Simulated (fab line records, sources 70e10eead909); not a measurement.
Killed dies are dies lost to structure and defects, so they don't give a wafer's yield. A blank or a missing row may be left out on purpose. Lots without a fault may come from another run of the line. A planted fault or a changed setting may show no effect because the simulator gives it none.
One fault seen from 2 desks | flow nand_harc | each desk has only its own numbers; what lay behind them comes last

THE DEFECT DESK
What the inspections along the route counted, lot by lot: means of the sampled wafers that have a number. A lot is out of limits, marked OUT, if its mean lies more than 4 standard deviations from the usual mean; the brackets give that distance.
Columns: A = raw_defect_count at NHARC_A_STAIRCASE_INSPECT_155, usual 327
lot  | first seen here | A
L598 | day 13 15:16    | 603
L599 | day 13 15:28    | 524
L600 | day 14 04:23    | 304
L604 | day 15 05:07    | 265
L607 | day 16 03:01    | 265
L608 | day 16 09:13    | 236
L612 | day 16 19:31    | 225
L609 | day 16 19:44    | 538
L616 | day 18 12:59    | 404
L615 | day 18 13:19    | 263
L621 | day 19 04:11    | 361
L620 | day 19 06:09    | 242
This desk's finding: nothing out of limits on any of the 12 lots.

THE TOOL OWNER'S DESK: rie_diel-07
The tool's own readings at NHARC_A_SGD_CUT_ETCHBACK_24 (etches the open film in CH3F/O2, target depth 50 nm, time 92.857 s): means of the sampled wafers that have a number, for each lot that ran on this tool. A lot is out of limits, marked OUT, if its mean lies more than 4 standard deviations from the usual mean; the brackets give that distance.
Columns: A = drypump_motor_current_A at NHARC_A_SGD_CUT_ETCHBACK_24, usual 5.6 A; B = oes_product_au at NHARC_A_SGD_CUT_ETCHBACK_24, usual 0.97 a.u.; C = rf_vpp_V at NHARC_A_SGD_CUT_ETCHBACK_24, usual 244.3 V; D = run_length_s at NHARC_A_SGD_CUT_ETCHBACK_24, usual 114.1 s; E = showerhead_plenum_p_Torr at NHARC_A_SGD_CUT_ETCHBACK_24, usual 2.46 Torr; F = throttle_valve_pct at NHARC_A_SGD_CUT_ETCHBACK_24, usual 20.662 %
lot  | first seen here | A   | B    | C     | D               | E    | F
L600 | day 14 12:03    | 5.2 | 1.00 | 244.4 | 113.7           | 2.46 | 20.663
L604 | day 15 12:13    | 5.2 | 0.93 | 244.2 | 113.9           | 2.46 | 20.666
L608 | day 16 16:24    | 5.2 | 1.00 | 243.6 | 100.6 (-25) OUT | 2.40 | 20.666
This desk's finding: out of limits on L608; first on L608, day 16 16:24 (run_length_s at NHARC_A_SGD_CUT_ETCHBACK_24). In limits: L600, L604.

PUT TOGETHER
The tool owner's desk could have raised an alarm at day 16 16:24, on L608.
The defect desk saw nothing out of limits.
The defect desk has L608 on record, within its limits.
Of the lots named, all ran NHARC_A_SGD_CUT_ETCHBACK_24 on rie_diel-07.

WHAT THE SIMULATOR HAD PUT IN
Process parameter drift: rie_diel-07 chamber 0, from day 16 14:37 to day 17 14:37, at NHARC_A_SGD_CUT_ETCHBACK_24. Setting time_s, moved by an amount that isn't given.
Lots struck among those shown: L608.
Hours from the fault's start to each desk's first reading out of limits: the tool owner's desk, 2.
